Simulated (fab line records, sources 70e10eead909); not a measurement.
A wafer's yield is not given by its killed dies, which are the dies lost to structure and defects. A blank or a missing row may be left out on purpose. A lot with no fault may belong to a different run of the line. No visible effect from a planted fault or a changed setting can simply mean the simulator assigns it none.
fab line records    flow nand_harc
[record] lots = 13  wafers = 39  last_day = 32
route steps=1302 shown P_ZERO_WELL@61 P_STI@91 END@1302
lots that met no fault: from a run of the same line without faults
start_h: hours from the record's first day to the start of the lot's first wafer shown    wait_h: how many hours have passed since the lot's step before this one    " unchanged from the row above    L1.1+2: one row covering several wafers at once    - either no value or no given start    * or withheld: withheld    < > ~ a bound
route shown NAME@n: a module of which the file shows steps, and the number in the route of the first    usual: average and standard deviation across the fault-free wafers    same: alike in all rows    chamber/n: place in a boat    sites: each site's reading    _std_site: standard deviation across them    _edge_site: outer sites' mean less inner sites'    radius_mm: for every site, how far away it sits from the centre of the wafer    mask NAME#n: copy n    behind: tool/chamber where the wafer was last shaped    hold: cause of the lot's hold/its duration in hours/its outcome    device: the n, p or np transistor that did not switch    end of line: the route-end tests of the same wafers    for a step that has no rows: nothing shown but its recipe    killed: dies lost to structure and defects at the first sort, not the wafer's yield    map: a wafer's dies, x killed, . not, _ none there
set.NAME: setting as actually run; set.NAME@STEP: the setting as run at that earlier step    model.NAME: the simulator's own value behind a step, which no gauge read
a sample of lots followed through the steps of the route, with each step as a table and each wafer as a row
services: when a tool's chamber went out of use (start_h, in hours from the record's first day, below 0 if earlier), for how many hours, and the reason
[[steps]]
[step NHARC_P_ZERO_WELL_DESCUM_54]
[recipe] time_s = 3  o2_flow_sccm = 200  ar_flow_sccm = 0  bias_power_w = 0  chemistry = O2
[usual] drypump_motor_current_A = 5.9/0.52  oes_product_au = 1.002/0.011  rf_vpp_V = 57.7/0.94  showerhead_plenum_p_Torr = 1.92/0.094  throttle_valve_pct = 11.311/0.0095
lot.wafer  tool         chamber  start_h  wait_h  drypump_motor_current_A  oes_product_au  rf_hours_counter_h  rf_vpp_V  showerhead_plenum_p_Torr  throttle_valve_pct
L805.3     rie_diel-02  0        25.79    -       6.7                      0.985           39                  59.1      2.01                      11.298
L805.1     "            2        "        "       5.5                      0.992           40                  58.6      1.97                      11.324
L805.5     "            0        "        "       6.7                      0.997           -                   59.2      2.01                      11.297
L806.3     rie_diel-04  1        36.66    -       6.0                      1.005           5                   56.7      1.81                      11.295
L806.1     "            2        "        "       6.3                      1.007           4                   57.6      1.78                      11.318
L806.4     "            0        "        "       5.3                      1.004           5                   57.8      1.92                      11.315
L807.1     rie_diel-12  0        45.90    -       5.8                      1.008           30                  57.6      1.80                      11.313
L807.4     "            2        "        "       5.3                      0.996           32                  57.5      1.86                      11.326
L807.6     "            0        "        "       5.8                      1.007           -                   57.2      1.80                      11.323
L809.4     rie_diel-04  0        65.95    -       5.3                      1.011           21                  57.7      1.91                      11.328
L809.3     "            2        "        "       6.3                      1.003           13                  56.7      1.78                      11.320
L809.6     "            1        "        "       6.0                      0.995           -                   57.0      1.81                      11.315
L810.1     rie_diel-04  1        75.91    -       6.0                      0.985           19                  57.4      1.81                      11.311
L810.5     "            0        "        "       5.3                      1.014           -                   56.5      1.91                      11.300
L810.4     "            1        "        "       6.0                      0.993           -                   56.3      1.81                      11.313
L814.3     rie_diel-04  1        115.84   -       6.0                      0.999           38                  57.0      1.80                      11.322
L814.2     "            3        "        "       6.1                      0.988           35                  58.5      2.06                      11.307
L814.1     "            0        "        "       5.3                      0.998           41                  59.6      1.91                      11.313
L815.2     rie_diel-12  0        125.98   -       5.8                      1.000           6                   58.1      1.80                      11.289
L815.3     "            2        "        "       5.3                      1.000           7                   59.5      1.85                      11.318
L815.6     "            0        "        "       5.8                      1.007           -                   56.3      1.80                      11.305
L820.4     rie_diel-04  0        175.90   -       5.3                      1.010           70                  56.7      1.90                      11.309
L820.3     "            1        "        "       6.0                      0.990           54                  56.3      1.80                      11.323
L820.5     "            3        "        "       6.1                      0.987           -                   58.0      2.05                      11.310
L821.3     rie_diel-12  1        188.35   -       6.7                      0.999           28                  58.0      2.00                      11.320
L821.2     "            3        "        "       5.9                      1.000           27                  57.7      2.01                      11.310
L821.6     "            2        "        "       5.2                      1.014           -                   58.0      1.85                      11.305
L823.3     rie_diel-02  1        206.08   -       5.1                      0.995           49                  57.3      1.93                      11.312
L823.4     "            2        "        "       5.5                      0.986           57                  56.9      1.95                      11.304
L823.5     "            1        "        "       5.1                      0.987           -                   57.1      1.93                      11.310
L825.5     rie_diel-12  3        226.24   -       5.9                      1.012           -                   58.1      2.01                      11.324
L825.6     "            1        "        "       6.7                      1.013           -                   55.6      2.00                      11.298
L825.4     "            2        "        "       5.3                      1.022           -                   57.7      1.84                      11.317
L826.2     rie_diel-04  3        237.66   -       6.1                      0.998           10                  60.1      2.05                      11.309
L826.4     "            2        "        "       6.3                      0.999           11                  57.0      1.77                      11.299
L826.5     "            3        "        "       6.1                      1.012           -                   58.0      2.05                      11.304
L827.1     rie_diel-02  2        246.00   -       5.5                      0.988           7                   58.9      1.94                      11.310
L827.5     "            0        "        "       6.7                      0.997           -                   57.6      1.99                      11.305
L827.4     "            1        "        "       5.1                      1.005           -                   57.3      1.93                      11.312
[step NHARC_P_ZERO_WELL_RTA_42]
[recipe] temp_c = 1100  time_s = 300
[usual] lamp_power_pct = 34.2/0.71  wafer_temp_C_max = 1104.9/0.94
lot.wafer  tool           chamber  start_h  wait_h  lamp_power_pct  wafer_temp_C_max
L805.1     rtp_anneal-02  0        26.81    -       33.7            1106.5
L805.3     "              0        "        "       33.7            1105.4
L805.5     "              0        "        "       33.8            1104.5
L806.1     rtp_anneal-02  0        37.63    -       33.7            1104.8
L806.3     "              0        "        "       33.8            1103.8
L806.4     "              0        "        "       33.7            1106.3
L807.1     rtp_anneal-01  0        46.88    -       35.2            1105.9
L807.4     "              0        "        "       35.2            1104.8
L807.6     "              0        "        "       35.1            1104.4
L809.3     rtp_anneal-02  0        67.14    -       33.6            1105.0
L809.4     "              0        "        "       33.6            1104.4
L809.6     "              0        "        "       33.7            1105.5
L810.1     rtp_anneal-02  0        76.88    -       33.7            1105.5
L810.4     "              0        "        "       33.7            1106.5
L810.5     "              0        "        "       33.7            1104.9
L814.1     rtp_anneal-01  0        116.84   -       35.2            1104.4
L814.2     "              0        "        "       35.2            1103.4
L814.3     "              0        "        "       35.1            1103.1
L815.2     rtp_anneal-02  0        127.06   -       33.7            1106.1
L815.3     "              0        "        "       33.7            1106.4
L815.6     "              0        "        "       33.7            1105.3
L820.3     rtp_anneal-01  0        177.08   -       35.2            1105.0
L820.4     "              0        "        "       35.2            1104.5
L820.5     "              0        "        "       35.2            1104.6
L821.2     rtp_anneal-02  0        189.43   -       33.7            1103.9
L821.3     "              0        "        "       33.6            1104.4
L821.6     "              0        "        "       33.7            1103.8
L823.3     rtp_anneal-01  0        207.36   -       35.1            1104.5
L823.4     "              0        "        "       35.1            1104.9
L823.5     "              0        "        "       35.1            1104.7
L825.4     rtp_anneal-02  0        227.52   -       33.6            1103.5
L825.5     "              0        "        "       33.6            1104.4
L825.6     "              0        "        "       33.6            1104.9
L826.2     rtp_anneal-02  0        238.75   -       33.7            1104.9
L826.4     "              0        "        "       33.7            1104.9
L826.5     "              0        "        "       33.7            1104.6
L827.1     rtp_anneal-02  0        247.00   -       33.6            1104.1
L827.4     "              0        "        "       33.7            1103.6
L827.5     "              0        "        "       33.7            1104.2
[step NHARC_P_STI_CD_MEAS_16]
[usual] cd_nm = 199.4/2.8
lot.wafer  tool       chamber  start_h  wait_h  cd_nm
L805.1     cd_sem-03  -        45.81    -       198.1
L805.3     "          -        "        "       200.4
L805.5     "          -        "        "       200.1
L806.1     cd_sem-02  -        54.44    -       201.1
L806.3     "          -        "        "       202.3
L806.4     "          -        "        "       203.1
L807.1     cd_sem-03  -        64.23    -       197.9
L807.4     "          -        "        "       197.8
L807.6     "          -        "        "       196.9
L809.3     cd_sem-03  -        84.73    -       197.6
L809.4     "          -        "        "       201.2
L809.6     "          -        "        "       197.1
L810.1     cd_sem-03  -        93.58    -       199.8
L810.4     "          -        "        "       202.2
L810.5     "          -        "        "       198.7
L814.1     cd_sem-02  -        136.08   -       200.4
L814.2     "          -        "        "       202.5
L814.3     "          -        "        "       199.4
L815.2     cd_sem-02  -        144.24   -       196.8
L815.3     "          -        "        "       199.2
L815.6     "          -        "        "       201.2
L820.3     cd_sem-01  -        195.49   -       199.7
L820.4     "          -        "        "       197.5
L820.5     "          -        "        "       196.3
L821.2     cd_sem-03  -        207.57   -       202.9
L821.3     "          -        "        "       203.3
L821.6     "          -        "        "       200.4
L823.3     cd_sem-02  -        223.88   -       201.1
L823.4     "          -        "        "       201.9
L823.5     "          -        "        "       205.2
L825.4     cd_sem-03  -        243.65   -       202.7
L825.5     "          -        "        "       196.7
L825.6     "          -        "        "       200.6
L826.2     cd_sem-03  -        257.63   -       195.8
L826.4     "          -        "        "       195.7
L826.5     "          -        "        "       195.5
L827.1     cd_sem-02  -        265.11   -       203.1
L827.4     "          -        "        "       200.0
L827.5     "          -        "        "       198.7
[step NHARC_P_STI_CMP_21]
[recipe] t_overpolish_s = 20  target_thk_nm = 380.67
[usual] edge_zone_pressure_frac = 1.001/0.0048  motor_current_A = 11.8/1.2  overpolish_run_s = 20.001/0.0089  t_overpolish_s = 20/0
lot.wafer  tool    chamber  start_h  wait_h  edge_zone_pressure_frac  motor_current_A  overpolish_run_s  t_overpolish_s
L805.3     cmp-02  0        65.99    0.4     0.996                    12.5             20.011            20
L805.1     "       1        "        "       0.998                    11.4             19.997            20
L805.5     "       0        "        "       0.996                    13.1             20.009            20
L806.4     cmp-01  2        72.59    0.4     1.005                    11.0             20.000            20
L806.3     "       3        "        "       1.001                    11.6             19.986            20
L806.1     "       0        "        "       0.998                    11.6             20.027            20
L807.1     cmp-04  2        82.88    0.4     1.000                    13.1             20.003            20
L807.4     "       3        "        "       1.003                    11.7             20.005            20
L807.6     "       1        "        "       1.004                    9.4              20.016            20
L809.3     cmp-02  0        102.84   0.4     1.002                    12.6             19.988            20
L809.4     "       1        "        "       1.003                    11.7             20.008            20
L809.6     "       0        "        "       0.998                    12.8             19.998            20
L810.4     cmp-01  1        111.02   0.4     1.005                    14.4             19.996            20
L810.1     "       2        "        "       0.989                    10.8             20.006            20
L810.5     "       1        "        "       0.999                    13.8             20.005            20
L814.1     cmp-01  1        154.83   0.4     -                        -                -                 -
L814.2     "       2        "        "       -                        -                -                 -
L814.3     "       3        "        "       -                        -                -                 -
L815.2     cmp-04  1        161.60   0.4     -                        -                -                 -
L815.3     "       0        "        "       -                        -                -                 -
L815.6     "       1        "        "       -                        -                -                 -
L820.3     cmp-04  2        213.15   0.6     0.996                    12.7             19.994            20
L820.4     "       0        "        "       1.000                    11.9             19.986            20
L820.5     "       3        "        "       1.001                    12.0             20.006            20
L821.3     cmp-04  3        227.74   0.4     0.998                    12.0             19.993            20
L821.2     "       1        "        "       0.999                    10.2             20.009            20
L821.6     "       3        "        "       0.998                    11.7             19.990            20
L823.3     cmp-04  1        241.32   0.4     0.998                    10.1             19.994            20
L823.4     "       3        "        "       0.999                    11.7             19.999            20
L823.5     "       1        "        "       0.996                    10.0             19.992            20
L825.4     cmp-01  1        262.81   0.4     1.014                    14.5             20.003            20
L825.5     "       3        "        "       0.998                    11.5             20.004            20
L825.6     "       0        "        "       0.999                    11.5             20.006            20
L826.4     cmp-04  3        276.48   0.4     0.999                    12.3             20.029            20
L826.2     "       0        "        "       1.007                    12.4             19.997            20
L826.5     "       3        "        "       0.992                    11.7             20.011            20
L827.1     cmp-02  0        283.66   0.4     1.006                    12.5             19.999            20
L827.4     "       1        "        "       1.000                    10.9             19.984            20
L827.5     "       0        "        "       1.003                    12.7             19.994            20
[step NHARC_END_SORT_01]
[recipe] temp_c = 25
[usual] killed_at_array = 56/19  killed_at_other = 1.0/1.3  killed_at_periphery = 3.8/2.2  killed_dies = 61/19  killed_open = 3.1/1.9  killed_short = 2.3/1.5
[same] gross_dies = 677
lot.wafer  tool       chamber  start_h  wait_h  killed_at_array  killed_at_other  killed_at_periphery  killed_dies  killed_open  killed_short
L814.1     prober-02  0        648.30   2.4     59               0                618                  677          1            0
L814.2     prober-02  0        649.10   2.8     56               0                621                  677          1            1
L814.3     prober-02  0        649.89   3.1     64               0                613                  677          1            2
L815.2     prober-01  0        649.16   2.8     58               2                617                  677          3            2
L815.3     prober-01  0        649.96   3.1     67               2                608                  677          3            1
L815.6     prober-01  0        652.35   4.0     52               2                623                  677          2            2
// killed by level:class
L814.1 P_STI:area_cmp=615 A_SLIT:chamber_film_flake=30 A_CHANNEL_HOLE_D1:chamber_film_flake=9 A_CHANNEL_HOLE_D2:chamber_film_flake=8 A_SGD_CUT:chamber_film_flake=4 A_STAIRCASE:chamber_film_flake=3 A_CONTACT:chamber_film_flake=3 P_BONDPAD:chamber_film_flake=2
L814.2 P_STI:area_cmp=615 A_SLIT:chamber_film_flake=26 A_CHANNEL_HOLE_D2:chamber_film_flake=9 A_CHANNEL_HOLE_D1:chamber_film_flake=5 A_STAIRCASE:chamber_film_flake=5 P_BONDPAD:chamber_film_flake=4 A_CONTACT:chamber_film_flake=4 P_ZERO_WELL:chamber_film_flake=2
L815.2 P_STI:area_cmp=612 A_SLIT:chamber_film_flake=25 A_CHANNEL_HOLE_D2:chamber_film_flake=8 A_CHANNEL_HOLE_D1:chamber_film_flake=6 A_CONTACT:chamber_film_flake=5 A_STAIRCASE:chamber_film_flake=4 A_BLC:chamber_film_flake=3 A_ONON_D1:geometric_particle:open=2
L814.3 P_STI:area_cmp=610 A_SLIT:chamber_film_flake=31 A_CHANNEL_HOLE_D2:chamber_film_flake=15 A_CHANNEL_HOLE_D1:chamber_film_flake=5 A_CONTACT:chamber_film_flake=5 A_DECK1_JOINT:chamber_film_flake=2 A_STAIRCASE:chamber_film_flake=2 A_DECK1_JOINT:geometric_particle:open=1
L815.3 P_STI:area_cmp=602 A_SLIT:chamber_film_flake=34 A_CHANNEL_HOLE_D1:chamber_film_flake=11 A_STAIRCASE:chamber_film_flake=7 A_CHANNEL_HOLE_D2:chamber_film_flake=7 A_BLC:chamber_film_flake=3 P_CONTACT:chamber_film_flake=2 A_CONTACT:chamber_film_flake=2
L815.6 P_STI:area_cmp=620 A_SLIT:chamber_film_flake=28 A_CHANNEL_HOLE_D2:chamber_film_flake=8 A_STAIRCASE:chamber_film_flake=5 A_CONTACT:chamber_film_flake=4 THIN_TSV:chamber_film_flake=2 P_M1:geometric_particle:open=1 A_CHANNEL_FILL_D1:geometric_particle:open=1
[[services]]
tool           chamber  start_h  hours  kind
rie_diel-04    -        4.34     9.0    pm
rie_diel-12    -        5.78     1.2    repair
rtp_anneal-02  -        12.00    12.0   pm
cmp-04         -        13.00    4.0    pm
rie_diel-12    1        21.22    4.1    repair
rie_diel-04    2        73.12    59.2   repair
cmp-04         -        79.61    1.2    repair
rie_diel-04    0        83.48    2.6    repair
cmp-04         -        89.83    1.8    repair
rie_diel-04    3        106.91   5.3    repair
cmp-04         -        111.00   4.0    pm
rie_diel-04    1        117.77   14.6   repair
cmp-04         -        121.71   2.1    repair
cmp-04         -        146.80   0.8    repair
rie_diel-04    1        151.28   1.3    repair
rie_diel-04    2        152.10   7.8    repair
rie_diel-04    -        182.22   9.0    pm
cmp-04         -        209.00   4.0    pm
rie_diel-04    3        216.49   12.6   repair
rie_diel-04    0        231.16   3.5    repair
rie_diel-04    2        231.23   4.8    repair
cmp-04         -        244.82   1.5    repair
cmp-04         -        273.58   1.6    repair
cmp-04         -        281.35   8.2    repair
[[key]]
[first_sign] step = NHARC_P_STI_CMP_21  reading = tool_record  direction = missing
[effect] step = NHARC_END_SORT_01  reading = killed_at_periphery  direction = up  sigmas = 99+  usual = 3.8  struck = 616.7
[more_kills_born_at] NHARC_P_STI_CMP_21@cmp-01 = 1840  NHARC_P_STI_CMP_21@cmp-04 = 1834
met_at NHARC_P_STI_CMP_21
struck_lots L814,L815
later_rows_left_out L814.1,L814.2,L814.3,L815.2,L815.3,L815.6
tester_left_out L814,L815
not_acting_at NHARC_P_ZERO_WELL_DESCUM_54,NHARC_P_ZERO_WELL_RTA_42,NHARC_P_STI_CD_MEAS_16
onset_between 111.02 154.83
[fault] kind = skipped_step_whole  tool = cmp-01,cmp-04  chamber = -  onset_h = 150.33  steps = NHARC_P_STI_CMP_21  scope = struck_lots_only
// tester_left_out: of these lots the tester's yield and bins aren't shown, on N5 and GAA mostly nor the transistor test; their killed dies are dies lost to structure and defects alone, not to doping, threshold or leakage, so they don't give the yield
// later_rows_left_out: the simulator's readings of these wafers behind a module that went badly wrong aren't trusted and aren't shown, but for the sort
